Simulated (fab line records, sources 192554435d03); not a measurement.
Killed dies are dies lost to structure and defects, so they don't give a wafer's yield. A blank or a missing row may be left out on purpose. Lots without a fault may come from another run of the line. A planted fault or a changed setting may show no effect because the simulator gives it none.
A struck lot beside a sound one | flow n5_finfet | 14 steps out of a route of 1938
Sound: wafers L559.3, L559.5, L559.6. Struck: wafers L577.1, L577.2, L577.3. The cause comes at the end.
At each step with rows: each side's tool, then ch and its chambers, then its first start. Under that, the readings that differ: sound wafers | struck wafers | difference of the means | sigmas: that difference in standard deviations of wafers without a fault.
alike: readings whose means differ by less than 2 such deviations, and words and numbers that are the same on both sides. not compared: withheld readings, readings that some wafer has no value for, bounds like >300 that may hide the same value, and numbers for which the record gives no deviation and whose values overlap.
The two part at a step that has a row with sigmas, a row that says differs or no value, or rows on one side only. Numbers that don't overlap but have no deviation are shown without sigmas and don't part them. A reading that every wafer of one side lacks parts them only if that side has two wafers or more.

N5_BEOL_M9_ILD_DEP_00: deposits SiCOH lowk from DEMS/porogen, target thk 308.51 nm, time 58 s.
  sound on pecvd-03 ch 0,1, day 9 14:35; struck on pecvd-01 ch 0,2, day 14 10:38
  alike: heater_power_w, showerhead_plenum_p_Torr, throttle_valve_pct
N5_BEOL_M9_CURE_71: cures SiCOH lowk, time 240 s.
  sound on uv_cure-02 ch 1, day 9 15:07; struck on uv_cure-02 ch 2, day 14 10:45
  alike: lamp_power_pct, wafer_temp_C_max
N5_BEOL_M9_THK_MEAS_01:
  sound on film_metro-02, day 9 15:28; struck on film_metro-01, day 14 11:16
  reading         | sound       | struck      | difference | sigmas
  M9_ILD_THK (nm) | 272 277 274 | 267 265 269 | -7         | -2
N5_BEOL_M9_PECVD_70: deposits SiO2 from TEOS/O2, target thk 20 nm, time 22.7 s.
  sound on pecvd-03 ch 0,1,2, day 9 15:31; struck on pecvd-03 ch 0,1,2, day 14 11:18
  alike: heater_power_w, showerhead_plenum_p_Torr, throttle_valve_pct
N5_BEOL_M9_HM_DEP_02: deposits TiN, target thk 20 nm.
  sound on pvd_sputter-01, day 9 17:34; struck on pvd_sputter-03, day 14 12:21
  alike: throttle_valve_pct
then, 7 steps without rows for these wafers: N5_BEOL_M9_COAT_59 (time 60 s, resist thk 100 nm); N5_BEOL_M9_COAT_60 (time 60 s, resist thk 30 nm); N5_BEOL_M9_COAT_05 (resist thk 90 nm); N5_BEOL_M9_EBR_07; N5_BEOL_M9_SOFTBAKE_06 (time 60 s); N5_BEOL_M9_EXPOSE_08 (exposes mask M9); N5_BEOL_M9_PEB_09 (peb time 60 s).
N5_BEOL_M9_DEVELOP_10: develop time 30 s.
  sound on litho_track-03 ch 0, day 9 17:53; struck on litho_track-03, day 14 12:47
  no value came back on the struck wafers for chill_plate_temp_C (C), develop_time_s (s); on the sound wafers chill_plate_temp_C (C) reads 22.90 22.93 22.78
  reading                                      | sound          | struck         | difference | sigmas
  model.CAR-ArF_of_BEOL_M9_COAT_05.thk_nm (nm) | 88.4 88.4 88.4 | 89.4 89.6 89.6 | +1.1       |
N5_BEOL_M9_CD_MEAS_11: target cd 64.1 nm.
  sound on cd_sem-01 ch 0, day 9 17:57; struck on cd_sem-03 ch 0, day 14 12:51
  reading    | sound          | struck | difference                    | sigmas
  cd_nm (nm) | 63.9 64.4 64.1 | - - -  | no value on the struck wafers |

WHERE THEY PART
First at N5_BEOL_M9_THK_MEAS_01; last, within this record, at N5_BEOL_M9_CD_MEAS_11.

WHY: what the simulator had put in
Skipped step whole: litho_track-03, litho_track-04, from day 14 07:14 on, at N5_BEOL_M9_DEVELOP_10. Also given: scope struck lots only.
